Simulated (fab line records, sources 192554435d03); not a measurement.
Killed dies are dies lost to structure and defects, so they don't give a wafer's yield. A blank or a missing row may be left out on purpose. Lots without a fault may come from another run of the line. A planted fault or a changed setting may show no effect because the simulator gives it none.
Which tool did it? | flow n5_finfet | 6 lots, 16 wafers sampled, at 3 steps of a route of 1938

WHAT THE GAUGES READ, wafer by wafer
N5_BEOL_M5_CD_MEAS_28: target cd 30.6 nm, target cd y 20 nm.
lot  | measured     | on        | cd_nm (nm)
L538 | day 7 23:33  | cd_sem-01 | 30.50 31.01
L543 | day 9 15:42  | cd_sem-03 | 30.37 30.10
L548 | day 10 20:43 | cd_sem-01 | 30.07 30.61 30.73
L553 | day 11 19:20 | cd_sem-01 | 30.52 30.40 30.76
L556 | day 12 12:41 | cd_sem-03 | 30.47 30.84 30.72
L558 | day 13 11:29 | cd_sem-01 | 31.86 31.65 31.29

WHICH TOOL RAN EACH LOT (tool, then ch and the chambers of the sampled wafers, then the start)
lot  | N5_BEOL_M5_ILD_DEP_00           | N5_BEOL_M5_EXPOSE_25
L538 | pecvd-04 ch 0,1, day 7 20:04    | euv_scanner-02 ch 0, day 7 23:25
L543 | pecvd-03 ch 0,2, day 9 13:43    | euv_scanner-01 ch 0, day 9 15:35
L548 | pecvd-04 ch 0,1, day 10 14:15   | euv_scanner-01 ch 0, day 10 20:35
L553 | pecvd-04 ch 1,2, day 11 14:46   | euv_scanner-01 ch 0, day 11 19:12
L556 | pecvd-03 ch 0,1, day 12 10:18   | euv_scanner-02 ch 0, day 12 12:34
L558 | pecvd-04 ch 0,1,2, day 13 08:28 | euv_scanner-01 ch 0, day 13 11:21
- N5_BEOL_M5_ILD_DEP_00: deposits SiCOH lowk from DEMS/porogen, target thk 140.64 nm, time 25.9 s.
- N5_BEOL_M5_EXPOSE_25: exposes mask V4, defocus 10 nm.

THE ANSWER, worked out from the rows above alone
Rule: what is usual is taken from the lots themselves. Put in order of their means at a reading, lots are off if they are a third of the lots or fewer, leave a main group of 4 or more, and stand apart from it by a gap of 3 or more times the standard deviation of the main group's means; of several such gaps the widest counts. A main group whose means are all the same, to the digits that the tables above print for the reading, isn't used. A lot without any number at a reading at which 4 lots or more have one is off too. The other lots that the step has rows for count as sound.
Off: L558, at N5_BEOL_M5_CD_MEAS_28 (cd_nm). The main group: mean 30.54 nm, standard deviation 0.18.
A tool fits if, at a process step before that reading, it ran every lot that is off, and no sound lot after the first of them. The gauges at N5_BEOL_M5_CD_MEAS_28 are tried like those tools. Can't be told from this: 3 tools fit, pecvd-04 at N5_BEOL_M5_ILD_DEP_00, euv_scanner-01 at N5_BEOL_M5_EXPOSE_25, cd_sem-01 at N5_BEOL_M5_CD_MEAS_28.

WHAT THE SIMULATOR HAD PUT IN
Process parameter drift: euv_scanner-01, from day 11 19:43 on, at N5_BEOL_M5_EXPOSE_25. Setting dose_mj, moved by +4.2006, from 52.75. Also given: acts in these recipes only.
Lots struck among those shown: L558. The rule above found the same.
